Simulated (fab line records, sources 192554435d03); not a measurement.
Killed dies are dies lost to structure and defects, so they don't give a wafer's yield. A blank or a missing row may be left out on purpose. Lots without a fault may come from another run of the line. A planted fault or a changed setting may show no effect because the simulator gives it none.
fab line records | flow n5_finfet
record lots=15 wafers=45 last_day=18
route steps=1938 shown SD_ACTIVATION@330 ILD0@344 SDB@353
lots that met no fault: from a run of the same line without faults
start_h: hours from the record's first day to the start of the lot's first wafer shown | wait_h: hours since the lot's step before | " the same as in the row above | L1.1+2: a row that stands for several wafers | - no value, or no start given | * or withheld: withheld | < > ~ a bound
route shown NAME@n: a module of which the file shows steps, and the number in the route of the first | usual: mean/standard deviation of fault-free wafers | same: alike in all rows | chamber/n: place in a boat | sites: the reading at each site | _std_site: their standard deviation | _edge_site: outer sites' mean less inner sites' | radius_mm: how far each site lies from the wafer's centre | mask NAME#n: copy n | behind: the tool/chamber that last shaped the wafer | hold: why the lot was held/for how many hours/how that ended | device: the transistor (n, p or np) that didn't switch | end of line: the same wafers' tests at the end of the route | a step without rows: its recipe alone | killed: dies lost to structure and defects at the first sort, not the wafer's yield | map: a wafer's dies, x killed, . not, _ none there
set.NAME: the setting as run; set.NAME@STEP: as run at that earlier step | model.NAME: the simulator's own value behind a step, which no gauge read
steps of the route over a sample of lots; a table a step, a row a wafer
services: from which hour (start_h, from the record's first day; less than 0 if before it) a tool's chamber was out of use, for how many hours, and why
## steps
# step N5_SD_ACTIVATION_RTA_00
# recipe temp_c=975 time_s=0 ambient=N2 idle_temp_c=600 ramp_up_c_per_s=150 ramp_down_c_per_s=60 cool_to_c=600
# usual lamp_power_pct=8.96/0.055 wafer_temp_C_max=974.8/2.1
# columns lot.wafer tool chamber start_h wait_h lamp_power_pct wafer_temp_C_max
L925.1 rtp_anneal-01 0 63.05 0.0 9.02 977.3
L925.2 " 0 " " 8.97 971.7
L925.6 " 0 " " 9.00 976.9
L926.3 rtp_anneal-02 0 69.84 0.1 8.92 977.2
L926.4 " 0 " " 8.98 976.7
L926.5 " 0 " " 8.97 974.0
L927.2 rtp_anneal-01 0 75.53 0.2 8.93 972.9
L927.3 " 0 " " 8.93 973.8
L927.6 " 0 " " 8.98 974.3
L928.1 rtp_anneal-02 0 83.69 1.3 8.95 976.2
L928.3 " 0 " " 8.94 974.1
L928.6 " 0 " " 8.98 973.9
L930.1 rtp_anneal-01 0 95.00 0.0 8.92 974.4
L930.4 " 0 " " 8.82 974.0
L930.5 " 0 " " 8.93 973.1
L931.1 rtp_anneal-01 0 99.05 0.2 9.05 978.6
L931.3 " 0 " " 8.96 974.2
L931.5 " 0 " " 8.96 974.9
L932.1 rtp_anneal-02 0 106.57 0.2 8.93 971.8
L932.2 " 0 " " 8.87 972.4
L932.3 " 0 " " 8.93 974.3
L933.2 rtp_anneal-01 0 112.35 0.1 9.01 978.6
L933.3 " 0 " " 8.87 974.5
L933.5 " 0 " " 9.00 973.6
L934.1 rtp_anneal-01 0 117.24 0.0 8.89 976.7
L934.3 " 0 " " 8.94 970.4
L934.6 " 0 " " 9.03 976.6
L935.3 rtp_anneal-01 0 126.72 0.2 9.01 973.7
L935.4 " 0 " " 9.00 976.7
L935.6 " 0 " " 8.96 977.4
L936.1 rtp_anneal-02 0 129.38 0.0 9.03 973.0
L936.4 " 0 " " 9.01 971.4
L936.5 " 0 " " 9.06 976.8
L942.2 rtp_anneal-02 0 167.51 0.1 8.92 977.7
L942.4 " 0 " " 8.92 975.6
L942.6 " 0 " " 8.94 973.8
L943.1 rtp_anneal-01 0 169.46 0.0 8.96 976.6
L943.2 " 0 " " 8.95 976.9
L943.5 " 0 " " 8.89 976.9
L944.1 rtp_anneal-02 0 180.79 0.0 8.92 972.0
L944.2 " 0 " " 8.92 975.1
L944.6 " 0 " " 9.01 969.3
L947.2 rtp_anneal-02 0 195.14 0.1 9.03 974.2
L947.4 " 0 " " 8.98 971.8
L947.6 " 0 " " 8.96 978.9
# step N5_SD_ACTIVATION_INSPECT_02
# recipe inspect_instrument=darkfield mode=post_anneal
# usual raw_defect_count=188/41
# columns lot.wafer tool chamber start_h wait_h raw_defect_count
L925.1 defect_inspect-02 - 63.77 0.2 184
L925.2 " - " " 134
L925.6 " - " " 182
L926.3 defect_inspect-01 - 70.52 0.1 159
L926.4 " - " " 141
L926.5 " - " " 129
L927.2 defect_inspect-01 - 76.23 0.1 223
L927.3 " - " " 266
L927.6 " - " " 212
L928.1 defect_inspect-02 - 84.42 0.2 145
L928.3 " - " " 215
L928.6 " - " " 167
L930.1 defect_inspect-01 - 95.73 0.2 189
L930.4 " - " " 159
L930.5 " - " " 201
L931.1 defect_inspect-02 - 99.77 0.2 112
L931.3 " - " " 142
L931.5 " - " " 179
L932.1 defect_inspect-02 - 107.29 0.2 137
L932.2 " - " " 138
L932.3 " - " " 153
L933.2 defect_inspect-01 - 113.05 0.1 161
L933.3 " - " " 182
L933.5 " - " " 127
L934.1 defect_inspect-01 - 117.97 0.2 153
L934.3 " - " " 185
L934.6 " - " " 142
L935.3 defect_inspect-02 - 127.41 0.1 158
L935.4 " - " " 147
L935.6 " - " " 160
L936.1 defect_inspect-01 - 130.11 0.2 196
L936.4 " - " " 176
L936.5 " - " " 131
L942.2 defect_inspect-01 - 168.20 0.1 148
L942.4 " - " " 185
L942.6 " - " " 284
L943.1 defect_inspect-01 - 170.18 0.2 215
L943.2 " - " " 166
L943.5 " - " " 177
L944.1 defect_inspect-01 - 181.52 0.2 208
L944.2 " - " " 385
L944.6 " - " " 209
L947.2 defect_inspect-02 - 195.84 0.1 133
L947.4 " - " " 209
L947.6 " - " " 183
# step N5_ILD0_CMP_12
# recipe stop_on=poly-Si material=SiNx t_overpolish_s=6 post_cmp_clean=alkaline_brush down_force_psi=2.5 platen_rpm=51.8 pad_velocity_m_s=1.0307 target_thk_nm=17.67
# usual motor_current_A=8.6/0.79 overpolish_run_s=5.999/0.0089 time_to_endpoint_s=29/3
# columns lot.wafer tool chamber start_h wait_h motor_current_A overpolish_run_s time_to_endpoint_s
L925.1 cmp-04 3 69.83 1.2 9.8 5.996 30
L925.2 " 2 " " 7.4 6.025 29
L925.6 " 3 " " 9.9 5.988 32
L926.3 cmp-03 1 76.86 1.2 9.9 5.988 31
L926.4 " 2 " " 9.3 5.993 26
L926.5 " 3 " " 9.0 6.010 30
L927.3 cmp-04 2 83.31 1.2 7.0 5.998 28
L927.2 " 3 " " 9.8 6.010 33
L927.6 " 1 " " 8.5 6.009 28
L928.3 cmp-04 0 90.50 1.2 7.4 6.003 26
L928.1 " 1 " " 8.1 6.003 27
L928.6 " 3 " " 9.4 5.995 31
L930.1 cmp-02 3 101.94 1.1 8.5 6.003 27
L930.4 " 2 " " 9.5 6.003 28
L930.5 " 0 " " 8.3 5.990 29
L931.1 cmp-04 0 106.94 1.1 7.5 6.001 25
L931.3 " 2 " " 7.3 6.000 25
L931.5 " 1 " " 8.2 6.013 24
L932.1 cmp-03 3 113.41 1.1 9.1 6.009 29
L932.2 " 1 " " 9.2 5.999 27
L932.3 " 2 " " 8.9 5.977 23
L933.3 cmp-02 3 119.34 1.2 8.6 5.995 25
L933.2 " 1 " " 9.5 6.004 27
L933.5 " 3 " " 8.7 6.002 26
L934.3 cmp-04 0 124.04 1.1 7.4 5.994 27
L934.1 " 2 " " 7.1 5.987 29
L934.6 " 0 " " 7.3 5.985 30
L935.3 cmp-03 3 133.44 1.2 9.1 6.017 30
L935.4 " 0 " " 9.2 5.982 33
L935.6 " 1 " " 9.5 5.992 31
L936.1 cmp-03 0 136.17 1.1 8.5 5.998 31
L936.4 " 2 " " 9.1 6.002 27
L936.5 " 0 " " 8.7 5.987 34
L942.2 cmp-04 3 174.25 1.2 9.7 5.990 29
L942.4 " 0 " " 7.4 6.007 24
L942.6 " 1 " " 8.2 5.996 22
L943.1 cmp-02 2 176.27 1.2 8.9 6.009 29
L943.2 " 3 " " 8.8 6.003 27
L943.5 " 1 " " 9.6 6.014 27
L944.1 cmp-03 1 187.97 1.2 9.5 5.987 29
L944.2 " 2 " " 9.0 5.998 26
L944.6 " 3 " " 8.5 6.006 31
L947.2 cmp-02 3 202.25 1.2 8.5 5.991 26
L947.4 " 1 " " 9.3 6.001 30
L947.6 " 3 " " 8.2 5.994 26
# step N5_SDB_EXPOSE_08
# recipe mask_id=SDB na=1.35 source_shape=conventional sigma_outer=0.5 polarization=unpolarized dose_mj=49.6
# usual exposure_dose_mJ_cm2=49.55/0.057 focus_offset_nm=-0.2/0.49 sigma_outer=0.5/0
# columns lot.wafer tool chamber start_h wait_h mask exposure_dose_mJ_cm2 focus_offset_nm sigma_outer
L925.1 arfi_scanner-02 0 70.39 - SDB#0 49.63 -0.3 0.5
L925.2 " 0 " " SDB#0 49.64 -0.3 0.5
L925.6 " 0 " " SDB#0 49.58 0.2 0.5
L926.3 arfi_scanner-02 0 77.36 - SDB#0 49.57 -0.4 0.5
L926.4 " 0 " " SDB#0 49.54 -0.1 0.5
L926.5 " 0 " " SDB#0 49.52 -0.2 0.5
L927.2 arfi_scanner-01 0 83.92 - SDB#0 49.57 -1.0 0.5
L927.3 " 0 " " SDB#0 49.55 0.2 0.5
L927.6 " 0 " " SDB#0 49.49 0.2 0.5
L928.1 arfi_scanner-02 0 91.11 - SDB#0 49.58 -0.6 0.5
L928.3 " 0 " " SDB#0 49.55 0.2 0.5
L928.6 " 0 " " SDB#0 49.55 0.0 0.5
L930.1 arfi_scanner-02 0 102.62 - SDB#0 49.60 -0.1 0.5
L930.4 " 0 " " SDB#0 49.56 -0.3 0.5
L930.5 " 0 " " SDB#0 49.53 0.2 0.5
L931.1 arfi_scanner-01 0 107.62 - SDB#0 49.49 0.1 0.5
L931.3 " 0 " " SDB#0 49.50 -0.8 0.5
L931.5 " 0 " " SDB#0 49.51 -0.1 0.5
L932.1 arfi_scanner-01 0 113.96 - SDB#0 49.49 0.1 0.5
L932.2 " 0 " " SDB#0 49.59 0.2 0.5
L932.3 " 0 " " SDB#0 49.55 -0.6 0.5
L933.2 arfi_scanner-02 0 119.99 - SDB#0 49.59 -0.4 0.5
L933.3 " 0 " " SDB#0 49.50 -0.4 0.5
L933.5 " 0 " " SDB#0 49.54 0.1 0.5
L934.1 arfi_scanner-02 0 124.59 - SDB#0 49.58 0.2 0.5
L934.3 " 0 " " SDB#0 49.53 -0.7 0.5
L934.6 " 0 " " SDB#0 49.56 -0.3 0.5
L935.3 arfi_scanner-02 0 133.95 - SDB#0 49.58 0.0 0.5
L935.4 " 0 " " SDB#0 49.52 -0.1 0.5
L935.6 " 0 " " SDB#0 49.51 0.1 0.5
L936.1 arfi_scanner-02 0 136.73 - SDB#0 49.53 -0.3 0.5
L936.4 " 0 " " SDB#0 49.58 0.1 0.5
L936.5 " 0 " " SDB#0 49.51 -0.4 0.5
L942.2 arfi_scanner-01 - 174.74 - SDB#0 - - -
L942.4 " - " " SDB#0 - - -
L942.6 " - " " SDB#0 - - -
L943.1 arfi_scanner-02 - 176.88 - SDB#0 - - -
L943.2 " - " " SDB#0 - - -
L943.5 " - " " SDB#0 - - -
L944.1 arfi_scanner-03 - 188.58 - SDB#0 - - -
L944.2 " - " " SDB#0 - - -
L944.6 " - " " SDB#0 - - -
L947.2 arfi_scanner-03 0 202.78 - SDB#0 49.66 -0.5 0.5
L947.4 " 0 " " SDB#0 49.66 -0.1 0.5
L947.6 " 0 " " SDB#0 49.64 -0.1 0.5
## services
# columns tool chamber start_h hours kind
arfi_scanner-01 - 42.70 1.3 pm
arfi_scanner-03 - 57.18 120.0 pm
arfi_scanner-02 - 57.38 1.0 pm
cmp-03 - 57.63 10.1 pm
arfi_scanner-02 - 64.09 0.8 pm
cmp-03 - 68.93 4.3 pm
cmp-04 - 71.18 1.7 repair
cmp-04 - 75.23 0.3 repair
rtp_anneal-01 - 80.18 3.8 pm
arfi_scanner-01 - 91.57 1.5 pm
arfi_scanner-02 - 93.07 4.9 pm
arfi_scanner-01 - 99.94 1.1 repair
cmp-03 - 111.33 0.9 repair
arfi_scanner-02 - 114.40 1.3 pm
cmp-04 - 118.06 4.0 pm
cmp-02 - 132.74 11.8 pm
arfi_scanner-01 - 147.81 1.0 pm
arfi_scanner-01 - 168.20 1.3 pm
cmp-04 - 175.32 3.3 pm
arfi_scanner-01 - 176.62 0.8 pm
arfi_scanner-03 - 177.18 1.3 pm
arfi_scanner-03 - 178.48 0.8 pm
arfi_scanner-01 - 181.10 3.9 pm
cmp-03 - 181.91 3.1 repair
## key
first_sign step=N5_SDB_EXPOSE_08 reading=tool_record direction=missing
effect none on later readings
met_at N5_SDB_EXPOSE_08
struck_lots L942,L943,L944
later_rows_left_out L942.2,L942.4,L942.6,L943.1,L943.2,L943.5,L944.1,L944.2,L944.6
sort_left_out L942.2,L942.4,L942.6,L943.1,L943.2,L943.5,L944.1,L944.2,L944.6
not_acting_at N5_SD_ACTIVATION_RTA_00,N5_SD_ACTIVATION_INSPECT_02,N5_ILD0_CMP_12
onset_between 136.73 174.74
fault kind=skipped_step_whole tool=arfi_scanner-01,arfi_scanner-02,arfi_scanner-03 chamber=- onset_h=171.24 steps=N5_SDB_EXPOSE_08 scope=struck_lots_only
# sort_left_out: the simulated sort isn't trusted on such a fault, so these wafers' sort isn't shown, and their yield isn't known
# later_rows_left_out: the simulator's readings of these wafers behind a module that went badly wrong aren't trusted and aren't shown, but for the sort
